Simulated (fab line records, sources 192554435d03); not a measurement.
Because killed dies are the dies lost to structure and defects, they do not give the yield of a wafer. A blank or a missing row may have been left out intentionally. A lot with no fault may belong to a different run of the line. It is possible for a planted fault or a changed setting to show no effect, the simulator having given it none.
Comparing a struck lot with a sound one -- flow n5-finfet -- 22 steps out of a route of 1938
Sound: the wafers L335.2, L335.3, L335.6. The struck wafers were L325.1, L325.2, L325.6. At the end, the cause is stated.
For every step that has rows: the tool of each side, followed by ch and its chambers, followed by its first start. Under that, the readings that differ: sound wafers -- struck wafers -- difference of the means -- sigmas: that difference in standard deviations of wafers without a fault.
alike: a reading whose means differ by less than 2 such deviations, as well as words and numbers matching on both sides. not compared: withheld readings; readings where some wafer has no value; bounds like >300 that might hide an equal value; numbers whose values overlap and for which the record gives no deviation.
The two part at a step that has a row with sigmas, a row that says differs or no value, or rows on one side only. Numbers that have no deviation but don't overlap get no sigmas and don't part them. Lack of a reading on every wafer of one side parts them only where that side has two or more wafers.

first, 11 steps without rows for these wafers: N5_BEOL_M6_ETCH_62 (etches SOC in N2/H2, target depth 110 nm, overetch 22 nm, time 165 s); N5_BEOL_M6_STRIP_68 (strips in N2/H2); N5_BEOL_M6_STRIP_67 (strips in CF4); N5_BEOL_M6_HM_OPEN_17 (chemistry Cl2/BCl3, target TiN, target depth 20 nm, overetch 6 nm); N5_BEOL_M6_STRIP_19 (strips in O2); N5_BEOL_M6_COAT_63 (time 60 s, resist thk 60 nm); N5_BEOL_M6_COAT_64 (time 60 s, resist thk 12 nm); N5_BEOL_M6_COAT_71 (time 60 s, resist thk 5 nm); N5_BEOL_M6_COAT_22 (resist thk 30 nm); N5_BEOL_M6_EBR_24; N5_BEOL_M6_SOFTBAKE_23 (time 60 s).
N5_BEOL_M6_EXPOSE_25: exposes mask V5, target cd 40 nm.
  sound on euv-scanner-01 ch 0, day 13 09:58; struck on euv-scanner-02 ch 0, day 10 06:17
reading,sound,struck,difference,sigmas
exposure-dose-mJ-cm2,44.97 44.94 44.88,44.31 44.16 44.18,-0.71,-15
  alike: mask
then, 2 steps without rows for these wafers: N5_BEOL_M6_PEB_26 (peb time 60 s); N5_BEOL_M6_DEVELOP_27 (develop time 30 s).
N5_BEOL_M6_DESCUM_33: chemistry O2, time 7 s.
  sound on rie-diel-03 ch 1,3, day 13 10:28; struck on rie-diel-03 ch 0,2,3, day 10 06:33
reading,sound,struck,difference,sigmas
model.BEOL_M6.cd-nm (nm),40 40.2 40.2,39.2 39.4 39.4,-0.8,
  alike: drypump-motor-current-A, oes-product-au, rf-vpp-V, showerhead-plenum-p-Torr, throttle-valve-pct
  not compared: rf-hours-counter-h
then, 5 steps without rows for these wafers: N5_BEOL_M6_ETCH_72 (etches underlayer in N2/H2, target depth 6.5 nm, time 5.2 s); N5_BEOL_M6_ETCH_65 (etches SiARC in CF4, target depth 15.6 nm, time 26 s); N5_BEOL_M6_ETCH_66 (etches SOC in N2/H2, target depth 80 nm, overetch 16 nm, time 120 s); N5_BEOL_M6_STRIP_69 (strips in N2/H2); N5_BEOL_M6_STRIP_73 (strips in N2/H2).
N5_BEOL_M6_VIA_ETCH_34: etches SiCOH lowk in C4F6/O2, target depth 126.3 nm, time 50.9 s.
  sound on rie-diel-03 ch 1,3, day 13 10:38; struck on rie-diel-03 ch 0,2,3, day 10 06:44
reading,sound,struck,difference,sigmas
model.BEOL_M6.cd-nm (nm),39.8 40.6 40,39 39.6 39.2,-1,
  alike: drypump-motor-current-A, oes_ar_750_au, oes_f_703_au, oes-product-au, rf-vpp-V, showerhead-plenum-p-Torr, throttle-valve-pct
  not compared: rf-hours-counter-h
then, 1 step without rows for these wafers: N5_BEOL_M6_STRIP_76 (strips in C4F6/O2).

== WHERE THEY PART ==
Only at N5_BEOL_M6_EXPOSE_25, as far as this record shows. Later steps at which nothing parts them and some readings are alike: N5_BEOL_M6_DESCUM_33, N5_BEOL_M6_VIA_ETCH_34.

WHY: what had been put in by the simulator
Process parameters drifting: euv-scanner-02 at N5_BEOL_M6_EXPOSE_25, beginning at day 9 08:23. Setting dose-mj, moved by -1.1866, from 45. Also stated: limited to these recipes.
